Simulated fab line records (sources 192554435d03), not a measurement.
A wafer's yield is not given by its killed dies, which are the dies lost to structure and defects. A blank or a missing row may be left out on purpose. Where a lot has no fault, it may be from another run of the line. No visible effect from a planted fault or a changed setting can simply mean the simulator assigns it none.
fab line records	flow n5_finfet
[record] lots = 7	wafers = 21	last_day = 18
route steps=1938 shown FIN_CUT@179 STI_FIN_REVEAL@183 BEOL_M4@1111 PASSIVATION@1936
lots that met no fault: from a run of the same line without faults
start_h: the number of hours between the record's first day and the start of the first shown wafer of the lot	wait_h: hours from the lot's prior step to this one	" as in the row above	L1.1+2: several wafers, shown together as one row	- value missing, or start not given	* or withheld: withheld	< > ~ a bound
route shown NAME@n: NAME is a module with steps in the file, n the number in the route of the first one	usual: the fault-free wafers' mean and standard deviation	same: alike in all rows	chamber/n: place in a boat	sites: the reading at each site	_std_site: the standard deviation of these	_edge_site: outer sites' mean less inner sites'	radius_mm: for every site, how far away it sits from the centre of the wafer	mask NAME#n: copy n	behind: the tool/chamber that last shaped the wafer	hold: why the lot was held/for how many hours/how that ended	device: transistor that didn't switch, given as n, p or np	end of line: tests of these same wafers at the route's end	a step with no rows: only its recipe	killed: not the wafer's yield, but the dies lost to structure and defects at the first sort	map: a wafer's dies, x killed, . not, _ none there
set.NAME: the setting that was run; set.NAME@STEP: the one run at that earlier step	model.NAME: the simulator's own value behind a step, which no gauge read
a table for each step, a row for each wafer; lots at some steps of the route
services: when a tool's chamber went out of use (start_h, in hours from the record's first day, below 0 if earlier), for how many hours, and the reason
[[steps]]
[step N5_FIN_CUT_PRECLEAN_36]
[recipe] chemistry = O3/DIW	time_s = 60	temp_c = 22	o3_ppm = 10
[step N5_FIN_CUT_SRD_32]
[recipe] dry = ipa_marangoni	time_s = 30	temp_c = 23	rinse_liquid = diw
[step N5_FIN_CUT_UV_OZONE_34]
[recipe] time_s = 120	pressure_torr = 760	temp_c = 25
[step N5_FIN_CUT_INSPECT_17]
[recipe] inspect_instrument = brightfield	mode = aei
[usual] raw_defect_count = 252/66
lot.wafer	tool	chamber	start_h	wait_h	raw_defect_count
L549.3	defect_inspect-01	-	52.91	0.0	237
L549.5	"	-	"	"	261
L549.6	"	-	"	"	185
L553.1	defect_inspect-01	-	76.91	0.0	179
L553.2	"	-	"	"	324
L553.5	"	-	"	"	309
L558.3	defect_inspect-02	-	105.38	0.0	206
L558.4	"	-	"	"	366
L558.6	"	-	"	"	209
L559.2	defect_inspect-02	-	111.08	0.0	277
L559.3	"	-	"	"	298
L559.6	"	-	"	"	197
L560.2	defect_inspect-01	-	118.01	0.0	206
L560.3	"	-	"	"	200
L560.5	"	-	"	"	210
L564.1	defect_inspect-02	-	142.02	0.0	239
L564.3	"	-	"	"	131
L564.5	"	-	"	"	153
L568.2	defect_inspect-02	-	165.80	0.0	228
L568.4	"	-	"	"	341
L568.5	"	-	"	"	156
[step N5_STI_FIN_REVEAL_ALD_00]
[recipe] material = SiO2	target_thk_a = 10	temp_c = 300	ald_precursor_family = BDEAS	ald_co_reactant = O2-plasma	pulse_time_s = 1	pressure_torr = 2
[usual] heater_power_w = 478/39	precursor_pulse_height_rel = 1.000/0.021
[same] pulse_time_s = 1
lot.wafer	tool	chamber	start_h	wait_h	heater_power_w	precursor_pulse_height_rel
L549.3	ald_sin-04	3	53.20	0.3	491	1.000
L549.5	"	0	"	"	522	0.995
L549.6	"	3	"	"	498	0.985
L553.1	ald_sin-04	3	76.95	0.0	491	0.977
L553.2	"	2	"	"	466	1.024
L553.5	"	3	"	"	508	1.001
L558.3	ald_sin-04	2	105.41	0.0	467	0.992
L558.4	"	1	"	"	498	0.975
L558.6	"	3	"	"	485	0.985
L559.2	ald_sin-01	2	111.12	0.0	407	1.025
L559.3	"	0	"	"	454	1.022
L559.6	"	0	"	"	451	1.004
L560.2	ald_sin-04	2	118.04	0.0	463	1.032
L560.3	"	3	"	"	496	1.048
L560.5	"	0	"	"	513	1.029
L564.1	ald_sin-01	3	142.05	0.0	454	1.027
L564.3	"	1	"	"	501	0.991
L564.5	"	3	"	"	451	1.018
L568.2	ald_sin-04	3	166.31	0.5	501	0.990
L568.4	"	2	"	"	455	1.004
L568.5	"	0	"	"	527	0.994
[step N5_STI_FIN_REVEAL_ALD_14]
[recipe] material = Si3N4	target_thk_a = 30	temp_c = 400	ald_precursor_family = SiH2I2	ald_co_reactant = N2/H2-plasma	pressure_torr = 2
[usual] heater_power_w = 852/69
lot.wafer	tool	chamber	start_h	wait_h	heater_power_w
L549.3	ald_sin-04	3	53.25	0.0	889
L549.5	"	0	"	"	931
L549.6	"	3	"	"	882
L553.1	ald_sin-04	3	76.99	0.0	898
L553.2	"	2	"	"	844
L553.5	"	3	"	"	903
L558.3	ald_sin-04	2	105.46	0.0	840
L558.4	"	1	"	"	869
L558.6	"	3	"	"	902
L559.2	ald_sin-01	2	111.16	0.0	720
L559.3	"	0	"	"	792
L559.6	"	0	"	"	798
L560.2	ald_sin-04	2	118.09	0.0	843
L560.3	"	3	"	"	888
L560.5	"	0	"	"	930
L564.1	ald_sin-01	3	142.10	0.0	823
L564.3	"	1	"	"	882
L564.5	"	3	"	"	830
L568.2	ald_sin-04	3	166.36	0.0	874
L568.4	"	2	"	"	842
L568.5	"	0	"	"	934
[step N5_STI_FIN_REVEAL_FCVD_FILL_01]
[recipe] material = SiO2_flowable	target_thk_a = 3120	temp_c = 100	pressure_torr = 0.8	rf_w = 2000	time_s = 512.2
[step N5_STI_FIN_REVEAL_DENSIFY_02]
[recipe] temp_c = 650	ambient = steam	time_s = 1800	idle_temp_c = 400	densification_p_h2o_torr = 640
[step N5_STI_FIN_REVEAL_CMP_04]
[recipe] stop_on = Si3N4	t_overpolish_s = 4	down_force_psi = 2	platen_rpm = 54.18	post_cmp_clean = alkaline_brush	pad_velocity_m_s = 1.078	target_thk_nm = 131.83
[usual] head_pressure_psi = 2.001/0.0044	motor_current_A = 8.4/1.2	overpolish_run_s = 3.999/0.009	time_to_endpoint_s = 104/5.9
lot.wafer	tool	chamber	start_h	wait_h	head_pressure_psi	motor_current_A	overpolish_run_s	time_to_endpoint_s
L549.3	cmp-02	1	58.34	0.1	2.004	10.4	4.001	99
L549.6	"	0	"	"	1.998	7.2	4.000	105
L549.5	"	1	"	"	2.004	10.3	4.002	97
L553.1	cmp-04	0	82.14	0.1	2.006	8.2	4.004	114
L553.2	"	1	"	"	2.002	7.4	3.988	107
L553.5	"	0	"	"	2.002	8.2	3.991	113
L558.3	cmp-04	2	110.54	0.1	2.000	8.9	4.016	108
L558.4	"	0	"	"	1.996	8.0	4.002	110
L558.6	"	2	"	"	2.003	8.8	4.008	110
L559.3	cmp-02	1	116.28	0.1	2.002	11.1	4.001	97
L559.2	"	2	"	"	2.003	8.8	4.005	100
L559.6	"	3	"	"	1.993	8.7	3.999	102
L560.2	cmp-01	0	123.13	0.0	2.006	8.2	3.990	105
L560.3	"	3	"	"	2.000	7.8	3.994	100
L560.5	"	0	"	"	2.001	8.1	3.994	107
L564.3	cmp-04	3	147.23	0.1	1.996	10.4	4.002	114
L564.1	"	0	"	"	2.000	8.2	4.009	112
L564.5	"	2	"	"	1.998	8.9	4.009	110
L568.2	cmp-04	1	171.40	0.0	2.005	7.8	3.996	112
L568.4	"	3	"	"	1.998	10.4	4.004	113
L568.5	"	1	"	"	2.002	7.6	3.998	112
[step N5_STI_FIN_REVEAL_THK_MEAS_05]
[usual] thk_nm = 131.9/1.1
lot.wafer	tool	chamber	start_h	wait_h	thk_nm
L549.3	film_metro-02	-	58.60	-	131.5
L549.5	"	-	"	"	130.2
L549.6	"	-	"	"	132.5
L553.1	film_metro-01	-	82.40	-	132.0
L553.2	"	-	"	"	131.8
L553.5	"	-	"	"	133.2
L558.3	film_metro-01	-	110.80	-	132.4
L558.4	"	-	"	"	133.0
L558.6	"	-	"	"	131.7
L559.2	film_metro-01	-	116.50	-	132.1
L559.3	"	-	"	"	132.1
L559.6	"	-	"	"	133.1
L560.2	film_metro-02	-	123.43	-	133.4
L560.3	"	-	"	"	132.4
L560.5	"	-	"	"	131.7
L564.1	film_metro-01	-	147.45	-	131.5
L564.3	"	-	"	"	132.1
L564.5	"	-	"	"	131.8
L568.2	film_metro-02	-	171.69	-	132.1
L568.4	"	-	"	"	133.8
L568.5	"	-	"	"	131.1
[step N5_STI_FIN_REVEAL_DENSIFY_30]
[recipe] temp_c = *	time_s = *	ambient = N2	idle_temp_c = 600	ramp_up_c_per_s = 150	ramp_down_c_per_s = 60	cool_to_c = 600
[usual] lamp_power_pct = 11.53/0.049	lamp_zone_1_pct = 11.529/0.021	wafer_temp_C_max = *
lot.wafer	tool	chamber	start_h	wait_h	lamp_power_pct	lamp_zone_1_pct	wafer_temp_C_max
L549.3	rtp_anneal-02	0	58.93	0.3	11.47	11.536	*
L549.5	"	0	"	"	11.52	11.530	*
L549.6	"	0	"	"	11.52	11.544	*
L553.1	rtp_anneal-02	0	82.43	0.0	11.43	11.523	*
L553.2	"	0	"	"	11.57	11.516	*
L553.5	"	0	"	"	11.51	11.530	*
L558.3	rtp_anneal-01	0	110.88	0.1	11.48	11.561	*
L558.4	"	0	"	"	11.60	11.492	*
L558.6	"	0	"	"	11.51	11.531	*
L559.2	rtp_anneal-02	0	116.56	0.1	11.66	11.547	*
L559.3	"	0	"	"	11.54	11.543	*
L559.6	"	0	"	"	11.53	11.523	*
L560.2	rtp_anneal-01	0	123.63	0.2	11.55	11.517	*
L560.3	"	0	"	"	11.50	11.549	*
L560.5	"	0	"	"	11.45	11.510	*
L564.1	rtp_anneal-02	0	147.56	0.1	11.45	11.548	*
L564.3	"	0	"	"	11.56	11.493	*
L564.5	"	0	"	"	11.53	11.505	*
L568.2	rtp_anneal-02	0	171.75	0.1	11.57	11.553	*
L568.4	"	0	"	"	11.57	11.510	*
L568.5	"	0	"	"	11.57	11.529	*
[step N5_STI_FIN_REVEAL_ETCHBACK_08]
[recipe] chemistry = C4F6/O2	target = SiO2	target_depth_a = 305	time_s = 10.167	ion_energy_ev = 250	pressure_mtorr = 30	source_w = 345	bias_w = 185	Ar_flow_sccm = 300	C4F6_flow_sccm = 10	O2_flow_sccm = 10
[usual] drypump_motor_current_A = 5.6/0.32	oes_product_au = 0.78/0.072	rf_fwd_power_W = 341.5/1.3	rf_vpp_V = 666/13	showerhead_plenum_p_Torr = 2.89/0.069	throttle_valve_pct = 21.2/0.33
lot.wafer	tool	chamber	start_h	wait_h	drypump_motor_current_A	oes_product_au	rf_fwd_power_W	rf_hours_counter_h	rf_vpp_V	showerhead_plenum_p_Torr	throttle_valve_pct
L549.3	rie_diel-03	3	59.20	0.2	5.1	0.77	340.0	119	660	2.86	21.1
L549.5	"	3	"	"	5.1	0.76	340.2	-	659	2.86	21.1
L549.6	"	0	"	"	5.3	0.71	343.7	-	669	2.96	21.7
L553.1	rie_diel-01	0	82.84	0.4	5.8	0.91	342.1	26	665	3.00	20.7
L553.2	"	1	"	"	5.5	0.80	340.2	141	668	2.96	21.3
L553.5	"	2	"	"	5.7	0.70	341.0	-	678	2.94	21.5
L558.3	rie_diel-03	3	111.03	0.1	5.1	0.75	340.1	138	661	2.85	21.1
L558.4	"	0	"	"	5.3	0.69	341.8	226	666	2.95	21.7
L558.6	"	2	"	"	6.3	0.72	341.4	-	672	2.82	21.1
L559.2	rie_diel-03	1	116.74	0.2	5.8	0.79	340.9	95	684	2.86	21.0
L559.3	"	0	"	"	5.3	0.69	341.8	227	669	2.95	21.7
L559.6	"	3	"	"	5.2	0.74	343.2	-	659	2.85	21.1
L560.2	rie_diel-03	3	123.82	0.2	5.2	0.75	340.8	143	661	2.85	21.1
L560.3	"	2	"	"	6.3	0.73	342.1	183	672	2.82	21.1
L560.5	"	3	"	"	5.2	0.75	341.9	-	660	2.85	21.1
L564.1	rie_diel-03	3	147.77	0.2	5.1	0.75	341.4	152	660	2.84	21.2
L564.3	"	1	"	"	5.8	0.79	341.5	105	685	2.86	21.0
L564.5	"	2	"	"	6.2	0.72	342.2	-	671	2.82	21.1
L568.2	rie_diel-06	1	171.94	0.2	5.6	0.71	340.6	225	651	2.91	21.5
L568.4	"	2	"	"	5.5	0.83	341.1	76	676	2.87	21.2
L568.5	"	1	"	"	5.7	0.71	341.7	-	649	2.91	21.5
[step N5_STI_FIN_REVEAL_STRIP_24]
[recipe] chemistry = N2/H2	time_s = 90	power_w = 100	temp_c = 40	pressure_mtorr = 100	rf_frequency_hz = 6e+07	bias_power_w = 3	n2_flow_sccm = 300	h2_flow_sccm = 300
[usual] bias_power_w = 3.000/0.01	chamber_pressure_mTorr = 100.00/0.1	drypump_motor_current_A = 5.6/0.33	h2_flow_sccm = 300.0/0.88	oes_product_au = 0.79/0.07	rf_vpp_V = 45.3/0.89	showerhead_plenum_p_Torr = 3.43/0.083	temp_c = 40.00/0.11	throttle_valve_pct = 12.2/0.3
lot.wafer	tool	chamber	start_h	wait_h	bias_power_w	chamber_pressure_mTorr	drypump_motor_current_A	h2_flow_sccm	oes_product_au	rf_hours_counter_h	rf_vpp_V	showerhead_plenum_p_Torr	temp_c	throttle_valve_pct
L549.3	rie_diel-03	3	59.24	0.0	2.988	100.07	5.2	299.8	0.78	119	45.0	3.41	39.93	12.2
L549.5	"	3	"	"	2.989	99.98	5.2	300.4	0.78	-	45.5	3.41	40.03	12.2
L549.6	"	0	"	"	3.007	99.99	5.4	299.9	0.73	-	45.4	3.44	40.03	12.4
L553.1	rie_diel-01	0	82.88	0.0	2.990	100.19	5.8	299.8	0.90	26	46.0	3.60	39.96	11.8
L553.2	"	1	"	"	3.001	100.01	5.5	299.7	0.78	141	45.2	3.53	40.16	12.3
L553.5	"	2	"	"	3.007	100.02	5.7	298.8	0.70	-	44.4	3.50	40.15	12.6
L558.3	rie_diel-03	3	111.07	0.0	-	-	-	-	-	-	-	-	-	-
L558.4	"	0	"	"	-	-	-	-	-	-	-	-	-	-
L558.6	"	2	"	"	-	-	-	-	-	-	-	-	-	-
L559.2	rie_diel-03	1	116.78	0.0	-	-	-	-	-	-	-	-	-	-
L559.3	"	0	"	"	-	-	-	-	-	-	-	-	-	-
L559.6	"	3	"	"	-	-	-	-	-	-	-	-	-	-
L560.2	rie_diel-03	3	123.86	0.0	-	-	-	-	-	-	-	-	-	-
L560.3	"	2	"	"	-	-	-	-	-	-	-	-	-	-
L560.5	"	3	"	"	-	-	-	-	-	-	-	-	-	-
L564.1	rie_diel-03	3	147.80	0.0	3.007	99.94	5.2	300.7	0.74	152	43.7	3.39	39.83	12.3
L564.3	"	1	"	"	3.024	100.08	5.8	300.0	0.79	105	43.6	3.38	40.06	12.0
L564.5	"	2	"	"	3.013	100.01	6.3	301.7	0.73	-	45.7	3.33	39.89	12.2
L568.2	rie_diel-06	1	171.97	0.0	3.004	100.00	5.7	300.4	0.71	225	45.3	3.45	40.00	12.6
L568.4	"	2	"	"	3.015	99.84	5.5	300.2	0.82	76	45.1	3.41	39.97	12.1
L568.5	"	1	"	"	3.020	99.95	5.7	299.9	0.70	-	46.1	3.45	39.87	12.6
[step N5_STI_FIN_REVEAL_PRECLEAN_25]
[recipe] chemistry = SPM	time_s = 90	temp_c = 120	mix = 4:1
[step N5_BEOL_M4_RC_MEAS_101]
[usual] DIBL_N = 36.1/1.6	DIBL_P = 35.7/1.8	IOFF_N = 0.159/0.027	IOFF_P = 0.21/0.03	ION_N = 673/10	ION_P = 462/7.4	SS_N = 71.4/0.56	SS_P = 73.2/0.61	VT_N = 249.7/3	VT_P = -250/3.1
lot.wafer	tool	chamber	start_h	wait_h	DIBL_N[mV/V]	DIBL_P[mV/V]	IOFF_N[nA/um]	IOFF_P[nA/um]	ION_N[uA/um]	ION_P[uA/um]	SS_N[mV/dec]	SS_P[mV/dec]	VT_N[mV]	VT_P[mV]
L549.3	prober-02	0	185.47	0.3	37.4	35.6	0.154	0.18	667	455	71.5	73.2	253.0	-254
L549.5	"	0	"	"	37.4	37.2	0.157	0.20	667	458	71.6	73.3	250.0	-252
L549.6	"	0	"	"	37.6	36.5	0.149	0.18	656	445	71.7	73.3	252.7	-254
L553.1	prober-01	0	209.83	0.0	34.9	35.3	0.137	0.20	676	471	70.3	72.6	252.1	-249
L553.2	"	0	"	"	36.3	36.4	0.147	0.20	677	464	71.5	73.2	250.0	-250
L553.5	"	0	"	"	35.4	34.5	0.136	0.18	655	451	71.0	72.6	254.1	-253
L558.3	prober-02	0	245.09	0.3	36.4	37.4	0.155	0.25	675	468	72.0	73.0	252.0	-248
L558.4	"	0	"	"	36.1	37.2	0.154	0.23	668	469	71.0	73.4	251.6	-246
L558.6	"	0	"	"	33.7	34.3	0.113	0.19	646	453	70.3	73.1	257.1	-250
L559.2	prober-02	0	252.58	0.2	33.3	32.8	0.113	0.16	648	452	70.7	72.1	256.3	-254
L559.3	"	0	"	"	32.5	32.2	0.104	0.16	653	455	69.9	72.1	256.1	-254
L559.6	"	0	"	"	35.3	36.0	0.148	0.21	675	459	70.9	73.1	251.5	-251
L560.2	prober-01	0	255.44	0.2	38.8	37.8	0.196	0.23	686	465	72.3	73.6	246.6	-250
L560.3	"	0	"	"	38.3	37.8	0.196	0.21	685	455	72.3	74.2	247.3	-251
L560.5	"	0	"	"	36.5	34.4	0.146	0.18	679	463	71.3	72.9	251.6	-253
L564.1	prober-02	0	282.78	0.0	37.0	35.5	0.168	0.20	664	462	72.1	72.5	246.6	-250
L564.3	"	0	"	"	36.5	34.4	0.148	0.19	673	459	71.2	73.0	252.9	-251
L564.5	"	0	"	"	35.6	32.1	0.128	0.16	649	445	72.3	72.1	256.6	-255
L568.2	prober-02	0	329.06	0.2	39.1	38.5	0.197	0.30	681	470	71.4	74.1	245.4	-243
L568.4	"	0	"	"	35.9	34.2	0.139	0.20	671	468	70.7	73.6	249.0	-250
L568.5	"	0	"	"	38.1	36.9	0.179	0.26	678	473	71.4	73.8	247.1	-244
[step N5_PASSIVATION_PROBE_49]
[usual] defect_limited_yield = 91.0/1.3	killed_at_M0_to_M3 = 33/10	killed_at_M4_up = 14/5.6	killed_at_contacts = 12/5.8	killed_at_front_end = 43/11	killed_at_other = 4.1/2.8	killed_dies = 106/15	killed_open = 70/12	killed_short = 34/7.5	sort_bin_5_function = 5.3/0.88	sort_bin_6_memory = 3.3/0.64	sort_bin_8_speed = 0.00/0.016	sort_n_pass = 1074/15	sort_yield_pct = 91.0/1.3
[same] gross_dies = 1180	killed_at_back_side = 0	sort_bin_4_leakage[%] = 0
lot.wafer	tool	chamber	start_h	wait_h	defect_limited_yield[%]	killed_at_M0_to_M3	killed_at_M4_up	killed_at_contacts	killed_at_front_end	killed_at_other	killed_dies	killed_open	killed_short	sort_bin_5_function[%]	sort_bin_6_memory[%]	sort_bin_8_speed[%]	sort_n_pass	sort_yield_pct[%]
L549.3	prober-02	-	293.27	0.1	90.9	35	6	23	42	1	107	67	39	5.8	3.1	0	1073	90.9
L549.5	prober-02	-	293.37	0.2	90.4	52	13	12	35	1	113	72	40	5.9	3.1	0	1067	90.4
L549.6	prober-02	-	293.42	0.3	90.8	54	9	10	33	2	108	83	24	5.1	3.9	0.08	1071	90.8
L553.1	prober-02	-	313.92	0.0	92.6	24	8	6	44	5	87	65	20	4.1	2.9	0	1093	92.6
L553.2	prober-02	-	313.97	0.1	93.6	24	4	5	40	2	75	49	24	3.6	2.5	0.08	1105	93.6
L553.5	prober-02	-	314.12	0.2	89.7	38	12	17	47	8	122	99	21	5.8	4.3	0	1058	89.7
L560.2	prober-01	-	356.75	0.1	90.7	27	26	11	45	1	110	71	35	5.8	3.2	0	1070	90.7
L560.3	prober-01	-	356.80	0.1	89.0	48	24	4	54	0	130	94	33	6.3	4.6	0	1050	89.0
L560.5	prober-01	-	356.90	0.2	88.5	41	15	14	64	2	136	87	45	6.0	4.7	0	1044	88.5
L558.3	prober-02	-	357.35	0.1	93.1	24	6	3	45	4	82	53	24	3.7	3.0	0	1098	93.1
L558.4	prober-02	-	357.40	0.2	91.5	25	16	2	55	2	100	66	31	4.1	3.9	0	1080	91.5
L558.6	prober-02	-	357.50	0.3	90.0	52	15	13	35	3	118	82	34	6.6	2.9	0	1062	90.0
L559.2	prober-01	-	364.91	0.1	90.5	33	13	9	51	6	112	81	31	5.9	3.3	0	1068	90.5
L559.3	prober-01	-	364.96	0.1	90.4	31	4	14	55	9	113	70	42	5.3	3.8	0	1067	90.4
L559.6	prober-01	-	365.11	0.3	93.7	10	6	10	45	3	74	45	28	3.6	2.1	0	1106	93.7
L564.1	prober-02	-	380.16	0.0	92.4	22	14	24	28	2	90	59	30	4.7	2.8	0	1090	92.4
L564.3	prober-02	-	380.26	0.1	90.9	39	13	22	28	5	107	78	28	5.3	3.4	0	1073	90.9
L564.5	prober-02	-	380.36	0.2	90.5	46	4	20	38	4	112	73	38	5.8	3.6	0	1068	90.5
L568.2	prober-01	-	426.54	0.1	89.4	26	29	10	57	3	125	87	37	6.6	3.8	0	1055	89.4
L568.4	prober-01	-	426.64	0.2	89.4	29	13	22	56	5	125	75	44	6.8	3.0	0	1055	89.4
L568.5	prober-01	-	426.69	0.2	91.1	32	14	12	44	3	105	73	26	5.3	3.2	0	1075	91.1
// killed by level:class
L549.3 MOL_CONTACT_COAG:geometric_particle:open=16 STI_FIN_REVEAL:geometric_particle:open=15 BEOL_M0_SAQP:geometric_particle:open=11 STI_FIN_REVEAL:geometric_particle:short=10 BEOL_M0_SAQP:geometric_particle:short=8 MOL_CONTACT_COAG:geometric_particle:short=7 BEOL_M2:geometric_particle:open=7 BEOL_M1:geometric_particle:open=5
L549.5 BEOL_M0_SAQP:geometric_particle:short=11 BEOL_M2:geometric_particle:open=11 GATE_CUT:geometric_particle:short=10 BEOL_M1:geometric_particle:open=10 MOL_CONTACT_COAG:geometric_particle:open=9 STI_FIN_REVEAL:geometric_particle:open=8 BEOL_M0_SAQP:geometric_particle:open=5 BEOL_M3:geometric_particle:open=5
L549.6 BEOL_M0_SAQP:geometric_particle:open=15 BEOL_M2:geometric_particle:open=15 MOL_CONTACT_COAG:geometric_particle:open=10 FIN_SAQP:geometric_particle:open=7 BEOL_M1:geometric_particle:open=7 GATE_CUT:geometric_particle:open=5 BEOL_M0_SAQP:geometric_particle:short=5 BEOL_M0:geometric_particle:open=5
L553.1 FIN_SAQP:geometric_particle:open=14 STI_FIN_REVEAL:geometric_particle:open=11 BEOL_M1:geometric_particle:open=8 BEOL_M0_SAQP:geometric_particle:short=6 BEOL_M2:geometric_particle:open=5 DUMMY_GATE:geometric_particle:open=4 MOL_CONTACT_COAG:geometric_particle:open=4 BEOL_M0_SAQP:geometric_particle:open=4
L553.2 STI_FIN_REVEAL:geometric_particle:open=12 FIN_SAQP:geometric_particle:short=6 BEOL_M0_SAQP:geometric_particle:open=6 FIN_SAQP:geometric_particle:open=5 GATE_CUT:geometric_particle:short=5 BEOL_M1:geometric_particle:open=5 BEOL_M0_SAQP:geometric_particle:short=4 STARTING-WAFER:geometric_particle:open=4
L553.5 FIN_SAQP:geometric_particle:open=15 MOL_CONTACT_COAG:geometric_particle:open=14 STI_FIN_REVEAL:geometric_particle:open=13 BEOL_M0_SAQP:geometric_particle:open=8 BEOL_M3:geometric_particle:open=8 BEOL_M0:geometric_particle:open=6 BEOL_M1:geometric_particle:open=6 BEOL_M2:geometric_particle:open=6
L560.2 STI_FIN_REVEAL:geometric_particle:open=11 STI_FIN_REVEAL:geometric_particle:short=10 BEOL_M4:geometric_particle:open=9 MOL_CONTACT_COAG:geometric_particle:open=8 FIN_SAQP:geometric_particle:open=7 BEOL_M2:geometric_particle:open=7 FIN_SAQP:geometric_particle:short=6 BEOL_M1:geometric_particle:open=5
L560.3 STI_FIN_REVEAL:geometric_particle:open=15 BEOL_M2:geometric_particle:open=15 BEOL_M4:geometric_particle:open=13 BEOL_M0_SAQP:geometric_particle:open=11 FIN_SAQP:geometric_particle:short=9 STI_FIN_REVEAL:geometric_particle:short=8 FIN_SAQP:geometric_particle:open=7 BEOL_M1:geometric_particle:open=7
L560.5 STI_FIN_REVEAL:geometric_particle:open=16 FIN_SAQP:geometric_particle:open=14 FIN_SAQP:geometric_particle:short=14 MOL_CONTACT_COAG:geometric_particle:open=10 BEOL_M3:geometric_particle:open=8 BEOL_M1:geometric_particle:open=6 STI_FIN_REVEAL:geometric_particle:short=6 BEOL_M0_SAQP:geometric_particle:short=6
L558.3 STI_FIN_REVEAL:geometric_particle:open=10 STI_FIN_REVEAL:geometric_particle:short=8 BEOL_M3:geometric_particle:open=8 GATE_CUT:geometric_particle:short=5 BEOL_M2:geometric_particle:open=5 FIN_SAQP:geometric_particle:open=4 GATE_CUT:geometric_particle:open=4 BEOL_M0_SAQP:geometric_particle:open=4
L558.4 STI_FIN_REVEAL:geometric_particle:open=23 STI_FIN_REVEAL:geometric_particle:short=7 BEOL_M4:geometric_particle:open=7 FIN_SAQP:geometric_particle:short=6 BEOL_M1:geometric_particle:open=5 BEOL_M3:geometric_particle:open=5 FIN_SAQP:geometric_particle:open=4 GATE_CUT:geometric_particle:short=4
L558.6 BEOL_M2:geometric_particle:open=13 STI_FIN_REVEAL:geometric_particle:open=12 MOL_CONTACT_COAG:geometric_particle:open=10 BEOL_M1:geometric_particle:open=9 BEOL_M0_SAQP:geometric_particle:open=8 STI_FIN_REVEAL:geometric_particle:short=7 BEOL_M3:geometric_particle:open=7 BEOL_M0_SAQP:geometric_particle:short=7
L559.2 STI_FIN_REVEAL:geometric_particle:open=15 FIN_SAQP:geometric_particle:open=14 BEOL_M0_SAQP:geometric_particle:open=9 BEOL_M0_SAQP:geometric_particle:short=8 BEOL_M4:geometric_particle:open=8 MOL_CONTACT_COAG:geometric_particle:open=7 STI_FIN_REVEAL:geometric_particle:short=6 BEOL_M1:geometric_particle:open=5
L559.3 FIN_SAQP:geometric_particle:open=13 MOL_CONTACT_COAG:geometric_particle:open=12 FIN_SAQP:geometric_particle:short=10 STI_FIN_REVEAL:geometric_particle:open=8 BEOL_M1:geometric_particle:open=7 BEOL_M0_SAQP:geometric_particle:open=6 BEOL_M0_SAQP:geometric_particle:short=6 BEOL_M2:geometric_particle:open=5
L559.6 FIN_SAQP:geometric_particle:open=15 STI_FIN_REVEAL:geometric_particle:open=8 FIN_SAQP:geometric_particle:short=7 MOL_CONTACT_COAG:geometric_particle:open=7 STI_FIN_REVEAL:geometric_particle:short=5 BEOL_M0_SAQP:geometric_particle:open=4 STARTING-WAFER:geometric_particle:short=4 BEOL_M9:geometric_particle:open=3
L564.1 MOL_CONTACT_COAG:geometric_particle:open=18 STI_FIN_REVEAL:geometric_particle:open=8 BEOL_M3:geometric_particle:open=7 BEOL_M0_SAQP:geometric_particle:open=6 FIN_SAQP:geometric_particle:short=5 MOL_CONTACT_COAG:geometric_particle:short=5 BEOL_M5:geometric_particle:open=4 STI_FIN_REVEAL:geometric_particle:short=3
L564.3 MOL_CONTACT_COAG:geometric_particle:open=19 BEOL_M0_SAQP:geometric_particle:open=11 BEOL_M3:geometric_particle:open=8 STI_FIN_REVEAL:geometric_particle:open=7 BEOL_M1:geometric_particle:short=6 BEOL_M5:geometric_particle:open=6 BEOL_M0_SAQP:geometric_particle:short=4 FIN_SAQP:geometric_particle:open=3
L564.5 MOL_CONTACT_COAG:geometric_particle:open=15 BEOL_M3:geometric_particle:open=10 BEOL_M0_SAQP:geometric_particle:short=8 BEOL_M1:geometric_particle:open=7 FIN_SAQP:geometric_particle:open=6 STI_FIN_REVEAL:geometric_particle:open=6 MOL_CONTACT_COAG:geometric_particle:short=5 BEOL_M0_SAQP:geometric_particle:open=5
L568.2 FIN_SAQP:geometric_particle:open=20 BEOL_M4:geometric_particle:open=12 STI_FIN_REVEAL:geometric_particle:open=11 FIN_SAQP:geometric_particle:short=10 BEOL_M3:geometric_particle:open=9 MOL_CONTACT_COAG:geometric_particle:open=6 DUMMY_GATE:geometric_particle:open=5 BEOL_M1:geometric_particle:open=5
L568.4 FIN_SAQP:geometric_particle:open=17 MOL_CONTACT_COAG:geometric_particle:open=17 FIN_SAQP:geometric_particle:short=12 STI_FIN_REVEAL:geometric_particle:open=8 BEOL_M0_SAQP:geometric_particle:short=6 BEOL_M3:geometric_particle:open=6 BEOL_M4:geometric_particle:open=6 MOL_CONTACT_COAG:geometric_particle:short=5
L568.5 STI_FIN_REVEAL:geometric_particle:open=21 MOL_CONTACT_COAG:geometric_particle:open=10 BEOL_M0_SAQP:geometric_particle:open=9 BEOL_M0_SAQP:geometric_particle:short=8 BEOL_M4:geometric_particle:open=8 FIN_SAQP:geometric_particle:open=7 BEOL_M1:geometric_particle:open=6 HKMG_FIN:area_etch=4
[[services]]
tool	chamber	start_h	hours	kind
rie_diel-03	-	32.33	1.6	repair
ald_sin-01	-	43.69	1.5	repair
cmp-01	-	48.27	4.0	pm
ald_sin-01	1	50.15	4.0	repair
ald_sin-04	-	52.34	0.8	repair
cmp-02	-	62.94	1.5	repair
ald_sin-04	0	68.83	2.1	repair
cmp-02	-	80.54	0.3	repair
ald_sin-01	-	85.86	14.0	pm
ald_sin-01	0	85.86	14.0	vent_cycle
ald_sin-01	1	85.86	14.0	vent_cycle
ald_sin-01	2	85.86	14.0	vent_cycle
ald_sin-01	3	85.86	14.0	vent_cycle
rie_diel-01	2	87.98	4.9	repair
cmp-01	-	95.58	2.7	repair
ald_sin-01	0	99.86	-	clean
ald_sin-01	1	99.86	-	clean
rie_diel-01	3	105.08	9.1	repair
rie_diel-01	0	113.19	5.2	repair
rie_diel-06	2	113.32	8.0	repair
cmp-02	-	135.10	3.0	pm
cmp-04	-	135.93	2.8	repair
rie_diel-06	2	144.85	12.2	repair
rie_diel-03	0	170.10	5.9	repair
[[key]]
[first_sign] step = N5_STI_FIN_REVEAL_STRIP_24	reading = tool_record	direction = missing
effect none on later readings
met_at N5_STI_FIN_REVEAL_STRIP_24
struck_wafers L558.3,L558.4,L558.6,L559.2,L559.3,L559.6,L560.2,L560.3,L560.5
onset_between 59.24 111.07
[fault] kind = skipped_step_whole	tool = rie_diel-03	chamber = -	onset_h = 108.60	steps = N5_STI_FIN_REVEAL_STRIP_24	scope = struck_lots_only
